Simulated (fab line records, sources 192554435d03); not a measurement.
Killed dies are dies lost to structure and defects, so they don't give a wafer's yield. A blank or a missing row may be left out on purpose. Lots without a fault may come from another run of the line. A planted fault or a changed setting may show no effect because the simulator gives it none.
Split-lot experiment | flow n5_finfet | 7 lots, 21 wafers read, on a route of 1938 steps

THE SPLIT
At N5_BEOL_M11_ETCH_41 (etches SiCN in CH3F/O2, target depth 42.6 nm, time 86 s), the setting time_s was moved away from the recipe's 86 s on 6 of the 21 wafers read, by -11.1% to +16.2%. The other wafers ran this setting at the recipe's value.

The reading is taken at the split's own step.

THE READING
etch.depth_nm (the simulator's own value, which no gauge read), in nm, at N5_BEOL_M11_ETCH_41 (etches SiCN in CH3F/O2, target depth 42.6 nm, time 86 s). The file gives no usual value for it. The 15 wafers here that ran the recipe average 32.68 nm, standard deviation 0.5 nm.

wafer  | tool, chamber at the split | time_s as run, s | against the recipe | etch.depth_nm, nm | against lot-mates on the recipe
L075.1 | rie_diel-02, 1             | 86               | recipe             | 32.37             | -
L075.4 | rie_diel-02, 3             | 86               | recipe             | 33.66             | -
L075.5 | rie_diel-02, 2             | 99.91            | +16.2%             | 37.5              | +4.48
L079.4 | rie_diel-03, 2             | 76.49            | -11.1%             | 28.25             | no lot-mate on the recipe
L079.5 | rie_diel-03, 0             | 76.49            | -11.1%             | 29.36             | no lot-mate on the recipe
L079.6 | rie_diel-03, 1             | 76.49            | -11.1%             | 28.5              | no lot-mate on the recipe
L085.2 | rie_diel-02, 3             | 86               | recipe             | 33.18             | -
L085.3 | rie_diel-02, 1             | 86               | recipe             | 32.14             | -
L085.6 | rie_diel-02, 2             | 98.49            | +14.5%             | 36.89             | +4.23
L092.2 | rie_diel-02, 2             | 86               | recipe             | 32.13             | -
L092.3 | rie_diel-02, 0             | 86               | recipe             | 32.59             | -
L092.4 | rie_diel-02, 1             | 86               | recipe             | 32.11             | -
L093.4 | rie_diel-02, 2             | 86               | recipe             | 31.93             | -
L093.5 | rie_diel-02, 3             | 86               | recipe             | 33.24             | -
L093.6 | rie_diel-02, 0             | 86               | recipe             | 32.27             | -
L095.1 | rie_diel-06, 2             | 86               | recipe             | 32.69             | -
L095.4 | rie_diel-06, 1             | 86               | recipe             | 33.01             | -
L095.5 | rie_diel-06, 1             | 86               | recipe             | 33.01             | -
L097.2 | rie_diel-06, 0             | 79.96            | -7.0%              | 30.61             | -2.33
L097.3 | rie_diel-06, 1             | 86               | recipe             | 33.23             | -
L097.5 | rie_diel-06, 2             | 86               | recipe             | 32.65             | -

THE FIT
A straight line over all 21 wafers: etch.depth_nm changes by +0.32 nm for each +1% of time_s; r = +0.97; the points scatter about the line by 0.52 nm.
The same after taking each lot's own level away (the mean of its wafers on the recipe; 18 wafers): +0.289 nm for each +1%; r = +0.97; scatter 0.42 nm.
On that fit, the largest move of time_s shifts the reading by 4.7 nm.
The lots' own levels span 32.277 to 33.015 nm, that is 1.5 times the standard deviation above.
So the lot-to-lot level changes the slope: the two fits differ.
Check: with one of the wafers moved furthest among these (+16.2%) left out of the fit, the line predicts +4.82 nm for it against its lot-mates. It came out at +4.48 nm against them.

OTHER SPLITS ON THESE WAFERS
These wafers also went through other splits before the reading. Each is held against what the fit with the lots' levels taken away leaves over:
other split on the same wafers      | wafers away from the commonest value | r with etch.depth_nm (lot level and that fit taken away)
N5_BEOL_M7_COAT_05 spin_rpm         | 6                                    | +0.16
N5_BEOL_M7_ETCH_66 time_s           | 6                                    | -0.14
N5_BEOL_M7_VIA_ETCH_34 source_w     | 7                                    | +0.31
N5_BEOL_M9_ETCH_66 bias_w           | 9                                    | +0.25
N5_BEOL_M9_TRENCH_ETCH_37 source_w  | 10                                   | -0.17
N5_BEOL_M10_VIA_ETCH_34 time_s      | 6                                    | +0.21
N5_BEOL_M10_TRENCH_ETCH_37 source_w | 7                                    | +0.05

THE FILE'S OWN FIT
etch.depth_nm changes by +0.288 nm for each +1% of time_s, r = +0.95.
